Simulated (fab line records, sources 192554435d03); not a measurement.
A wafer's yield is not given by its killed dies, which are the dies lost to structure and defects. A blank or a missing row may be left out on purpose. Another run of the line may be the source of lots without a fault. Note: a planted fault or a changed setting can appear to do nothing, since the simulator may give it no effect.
Chamber matching / flow n5_finfet / 4 sister chambers for N5_GATE_CUT_SAC_CAP_01 on ald_sin-04
The step material SiNx, target thk 24 nm, pulse time 1 s, ald cycles 480. 8 wafers are shown with their chamber, then 8 later ones without.

== WAFERS WITH THEIR CHAMBER ==
wafer=L079.2; chamber=2; heater_power_w (W)=683; precursor_pulse_height_rel=1.016
wafer=L079.3; chamber=3; heater_power_w (W)=889; precursor_pulse_height_rel=1.010
wafer=L082.5; chamber=0; heater_power_w (W)=896; precursor_pulse_height_rel=1.002
wafer=L082.6; chamber=1; heater_power_w (W)=847; precursor_pulse_height_rel=0.996
wafer=L086.1; chamber=1; heater_power_w (W)=852; precursor_pulse_height_rel=0.976
wafer=L086.3; chamber=0; heater_power_w (W)=919; precursor_pulse_height_rel=0.990
wafer=L086.5; chamber=2; heater_power_w (W)=695; precursor_pulse_height_rel=1.007
wafer=L088.1; chamber=3; heater_power_w (W)=854; precursor_pulse_height_rel=0.994

== WAFERS MISSING THEIR CHAMBER ==
wafer=L088.2; heater_power_w (W)=833; precursor_pulse_height_rel=1.013
wafer=L088.5; heater_power_w (W)=869; precursor_pulse_height_rel=0.996
wafer=L092.1; heater_power_w (W)=723; precursor_pulse_height_rel=1.012
wafer=L092.4; heater_power_w (W)=830; precursor_pulse_height_rel=0.973
wafer=L092.6; heater_power_w (W)=825; precursor_pulse_height_rel=1.002
wafer=L094.1; heater_power_w (W)=869; precursor_pulse_height_rel=1.012
wafer=L094.2; heater_power_w (W)=845; precursor_pulse_height_rel=1.005
wafer=L094.5; heater_power_w (W)=841; precursor_pulse_height_rel=0.973

== WHICH CHAMBER EACH WENT THROUGH ==
wafer=L088.2; from the rows above=can't be placed: 3 or 1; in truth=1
wafer=L088.5; from the rows above=can't be placed: 3 or 1 or 0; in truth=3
wafer=L092.1; from the rows above=2; in truth=2
wafer=L092.4; from the rows above=1; in truth=1
wafer=L092.6; from the rows above=can't be placed: 1 or 3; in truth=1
wafer=L094.1; from the rows above=can't be placed: 3 or 1 or 0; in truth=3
wafer=L094.2; from the rows above=can't be placed: 3 or 1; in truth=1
wafer=L094.5; from the rows above=1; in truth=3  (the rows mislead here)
Placed correctly: 2 of 8. Unplaceable from these rows: 5, with the true chamber sitting among the candidates in 5. Number placed wrongly: 1.
How it was worked out, from the rows above alone: a wafer's distance from a chamber is the root of the sum, over the readings, of the square of ((its reading less the chamber's mean) divided by the reading's scatter). The wafer belongs to the nearest chamber; if the next one is less than 2 further off, it can't be placed. For every chamber, the mean is computed from those of its wafers that are shown. How the scatter is found: for the shown wafers, subtract from each reading the mean of its chamber, square and add these, divide the total by (wafers less chambers), then take the root.
